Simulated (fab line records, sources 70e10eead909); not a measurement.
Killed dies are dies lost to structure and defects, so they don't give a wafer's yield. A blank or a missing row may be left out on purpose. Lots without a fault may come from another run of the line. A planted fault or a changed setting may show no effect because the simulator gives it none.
Which tool did it? | flow nand_harc | 14 lots, 40 wafers sampled, at 5 steps of a route of 1302

WHAT THE GAUGES READ, wafer by wafer
NHARC_END_SORT_01.
lot  | measured     | on        | killed_at_array | killed_at_other | killed_at_periphery | killed_dies | killed_open | killed_short
L156 | day 24 08:28 | prober-02 | 79 77 88        | 5 1 8           | 2 1 2               | 86 79 98    | 5 3 1       | 1 0 2
L157 | day 24 09:13 | prober-01 | 82 81 69        | 2 0 0           | 1 0 3               | 85 81 72    | 2 0 5       | 2 5 5
L158 | day 26 09:13 | prober-02 | 23 23 30        | 0 0 1           | 4 4 7               | 27 27 38    | 8 3 7       | 3 4 2
L159 | day 26 00:51 | prober-01 | 82 57 66        | 1 2 4           | 1 2 1               | 84 61 71    | 5 2 1       | 1 3 2
L161 | day 26 02:19 | prober-02 | 74 67 76        | 0 1 3           | 3 0 5               | 77 68 84    | 4 1 5       | 2 1 3
L162 | day 27 10:53 | prober-02 | 69 81 65        | 1 6 4           | 6 4 2               | 76 91 71    | 1 5 5       | 3 2 2
L164 | day 28 06:59 | prober-01 | 675 675         | 0 1             | 2 1                 | 677 677     | 2 1         | 2 3
L166 | day 29 01:17 | prober-02 | 47 672          | 3 0             | 8 5                 | 58 677      | 5 2         | 4 3
L167 | day 29 19:15 | prober-01 | 50 674 674      | 0 0 0           | 2 3 3               | 52 677 677  | 2 2 2       | 1 1 1
L171 | day 30 15:24 | prober-02 | 34 36 22        | 1 0 0           | 10 9 11             | 45 45 33    | 5 5 1       | 3 3 2
L174 | day 31 18:45 | prober-02 | 53 51 50        | 0 1 0           | 0 4 3               | 53 56 53    | 0 4 4       | 1 6 4
L175 | day 33 04:25 | prober-01 | 77 81 70        | 0 1 5           | 3 5 0               | 80 87 75    | 3 6 0       | 2 3 3
L176 | day 33 05:14 | prober-02 | 64 58 46        | 0 2 2           | 3 0 2               | 67 60 50    | 6 4 1       | 3 5 0
L177 | day 33 12:59 | prober-02 | 34 41 42        | 0 3 1           | 5 4 3               | 39 48 46    | 2 5 1       | 0 1 1

WHICH TOOL RAN EACH LOT (tool, then ch and the chambers of the sampled wafers, then the start)
lot  | NHARC_A_CHANNEL_HOLE_D1_DEP_01  | NHARC_THIN_TSV_ETCHBACK_48         | NHARC_THIN_TSV_DEGAS_49      | NHARC_THIN_TSV_STRIP_56
L156 | pecvd-02 ch 0,2, day 9 03:52    | rie_diel-04 ch 0,1,2, day 23 17:44 | pvd_sputter-02, day 23 18:15 | plasma_asher-02 ch 0,1, day 23 22:03
L157 | pecvd-02 ch 1,2, day 9 05:58    | rie_diel-11 ch 0,2,3, day 23 18:59 | pvd_sputter-01, day 23 19:29 | plasma_asher-01 ch 1, day 23 23:16
L158 | pecvd-01 ch 0,1, day 9 13:26    | rie_diel-11 ch 0,1,3, day 25 13:09 | pvd_sputter-02, day 25 13:39 | plasma_asher-01 ch 1, day 25 17:27
L159 | pecvd-03 ch 0,1,2, day 10 00:25 | rie_diel-04 ch 0,2, day 25 11:56   | pvd_sputter-02, day 25 12:30 | plasma_asher-02 ch 1, day 25 16:19
L161 | pecvd-03 ch 1,2, day 10 18:41   | rie_diel-03 ch 0,1, day 25 14:28   | pvd_sputter-03, day 25 14:59 | plasma_asher-02 ch 0,1, day 25 18:54
L162 | pecvd-01 ch 1,2, day 11 16:53   | rie_diel-03 ch 0,1,3, day 26 21:26 | pvd_sputter-03, day 26 21:55 | plasma_asher-01 ch 0,1, day 27 01:40
L164 | pecvd-03 ch 0,1, day 12 02:19   | -                                  | -                            | -
L166 | pecvd-03 ch 0, day 13 01:07     | rie_diel-03 ch 0, day 28 09:52     | pvd_sputter-03, day 28 10:38 | plasma_asher-01 ch 0, day 28 14:31
L167 | pecvd-03 ch 0,2, day 13 08:11   | rie_diel-04 ch 3, day 29 05:48     | pvd_sputter-02, day 29 06:13 | plasma_asher-01 ch 1, day 29 10:02
L171 | pecvd-02 ch 0,1,2, day 15 04:32 | rie_diel-04 ch 0,1,3, day 30 02:25 | pvd_sputter-01, day 30 02:56 | plasma_asher-02 ch 0,1, day 30 06:55
L174 | pecvd-02 ch 0,2, day 16 09:01   | rie_diel-03 ch 0,1,2, day 31 07:05 | pvd_sputter-03, day 31 07:37 | plasma_asher-02 ch 0,1, day 31 11:23
L175 | pecvd-01 ch 0,2, day 16 20:25   | rie_diel-03 ch 1,2,3, day 32 13:58 | pvd_sputter-02, day 32 14:27 | plasma_asher-02 ch 0,1, day 32 18:05
L176 | pecvd-01 ch 0,1,2, day 16 20:47 | rie_diel-11 ch 1,3, day 32 15:16   | pvd_sputter-03, day 32 15:46 | plasma_asher-01 ch 1, day 32 19:49
L177 | pecvd-01 ch 0,1,2, day 17 05:58 | rie_diel-04 ch 0,1,2, day 32 16:26 | pvd_sputter-03, day 32 16:59 | plasma_asher-02 ch 0,1, day 32 20:47
- NHARC_A_CHANNEL_HOLE_D1_DEP_01: deposits SiON, target thk 140 nm.
- NHARC_THIN_TSV_ETCHBACK_48: etches the open film in C4F8/Ar, target depth 1028.5 nm, time 405.17 s.
- NHARC_THIN_TSV_DEGAS_49: time 120 s.
- NHARC_THIN_TSV_STRIP_56: strips in O2.

WHAT THE TOOLS THEMSELVES READ (means of the sampled wafers that have a number; where no wafer has one, the mark that the record gives instead)
NHARC_A_CHANNEL_HOLE_D1_DEP_01.
lot  | tool     | heater_power_outer_w (W) | heater_power_w (W)
L156 | pecvd-02 | 318                      | 555
L157 | pecvd-02 | 364                      | 626
L158 | pecvd-01 | 415                      | 692
L159 | pecvd-03 | 478                      | 784
L161 | pecvd-03 | 502                      | 823
L162 | pecvd-01 | 429                      | 718
L164 | pecvd-03 | 510                      | 818
L166 | pecvd-03 | 478                      | 746
L167 | pecvd-03 | 444                      | 710
L171 | pecvd-02 | 360                      | 636
L174 | pecvd-02 | 341                      | 594
L175 | pecvd-01 | 428                      | 747
L176 | pecvd-01 | 392                      | 668
L177 | pecvd-01 | 385                      | 651

NHARC_THIN_TSV_ETCHBACK_48.
lot  | tool        | chamber_pressure_mTorr (mTorr) | oes_product_au (a.u.) | rf_vpp_V (V)
L156 | rie_diel-04 | 24.991                         | 0.980                 | 546
L157 | rie_diel-11 | 24.980                         | 0.933                 | 545
L158 | rie_diel-11 | 25.026                         | 0.931                 | 547
L159 | rie_diel-04 | 25.018                         | 0.924                 | 546
L161 | rie_diel-03 | 24.994                         | 0.914                 | 542
L162 | rie_diel-03 | 24.996                         | 0.920                 | 545
L166 | rie_diel-03 | 25.014                         | 0.990                 | 545
L167 | rie_diel-04 | 24.993                         | 0.957                 | 549
L171 | rie_diel-04 | 24.982                         | 0.917                 | 547
L174 | rie_diel-03 | 25.014                         | 0.926                 | 542
L175 | rie_diel-03 | 24.988                         | 0.926                 | 546
L176 | rie_diel-11 | 24.977                         | 0.929                 | 549
L177 | rie_diel-04 | 24.997                         | 0.921                 | 546

NHARC_THIN_TSV_DEGAS_49.
lot  | tool           | heater_power_w (W)
L156 | pvd_sputter-02 | 468
L157 | pvd_sputter-01 | 426
L158 | pvd_sputter-02 | 408
L159 | pvd_sputter-02 | 439
L161 | pvd_sputter-03 | 442
L162 | pvd_sputter-03 | 443
L166 | pvd_sputter-03 | 434
L167 | pvd_sputter-02 | 481
L171 | pvd_sputter-01 | 489
L174 | pvd_sputter-03 | 444
L175 | pvd_sputter-02 | 464
L176 | pvd_sputter-03 | 429
L177 | pvd_sputter-03 | 437

NHARC_THIN_TSV_STRIP_56.
lot  | tool            | drypump_motor_current_A (A) | heater_power_w (W)
L156 | plasma_asher-02 | 6.18                        | 344
L157 | plasma_asher-01 | 5.89                        | 387
L158 | plasma_asher-01 | 5.86                        | 388
L159 | plasma_asher-02 | 6.40                        | 307
L161 | plasma_asher-02 | 6.17                        | 342
L162 | plasma_asher-01 | 5.84                        | 364
L166 | plasma_asher-01 | 5.84                        | 361
L167 | plasma_asher-01 | 5.87                        | 384
L171 | plasma_asher-02 | 6.17                        | 332
L174 | plasma_asher-02 | 6.30                        | 322
L175 | plasma_asher-02 | 6.19                        | 335
L176 | plasma_asher-01 | 5.86                        | 354
L177 | plasma_asher-02 | 6.16                        | 335

THE ANSWER, worked out from the rows above alone
Rule: what is usual is taken from the lots themselves. Put in order of their means at a reading, lots are off if they are a third of the lots or fewer, leave a main group of 4 or more, and stand apart from it by a gap of 3 or more times the standard deviation of the main group's means; of several such gaps the widest counts. A main group whose means are all the same, to the digits that the tables above print for the reading, isn't used. A lot without any number at a reading at which 4 lots or more have one is off too. The other lots that the step has rows for count as sound. The gauges are gone through in route order, then the tools' own readings, and for those a lot's mean is taken as printed above. The first step at which some lot is off is used, and at that step the reading that is off furthest; a lot without a number counts as furthest.
Off: L164, L166, L167, at NHARC_END_SORT_01 (killed_dies). The main group: mean 64, standard deviation 18.
A tool fits if, at a process step before that reading, it ran every lot that is off, and no sound lot after the first of them. The gauges at NHARC_END_SORT_01 are tried like those tools. One fits: pecvd-03 at NHARC_A_CHANNEL_HOLE_D1_DEP_01. Its last sound lot is L161 (day 10 18:41), its first lot that is off L164 (day 12 02:19): a fault that began between those two fits.

WHAT THE SIMULATOR HAD PUT IN
Process parameter drift: pecvd-03, from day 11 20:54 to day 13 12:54, at NHARC_A_CHANNEL_HOLE_D1_DEP_01. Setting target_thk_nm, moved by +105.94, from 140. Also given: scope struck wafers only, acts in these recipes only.
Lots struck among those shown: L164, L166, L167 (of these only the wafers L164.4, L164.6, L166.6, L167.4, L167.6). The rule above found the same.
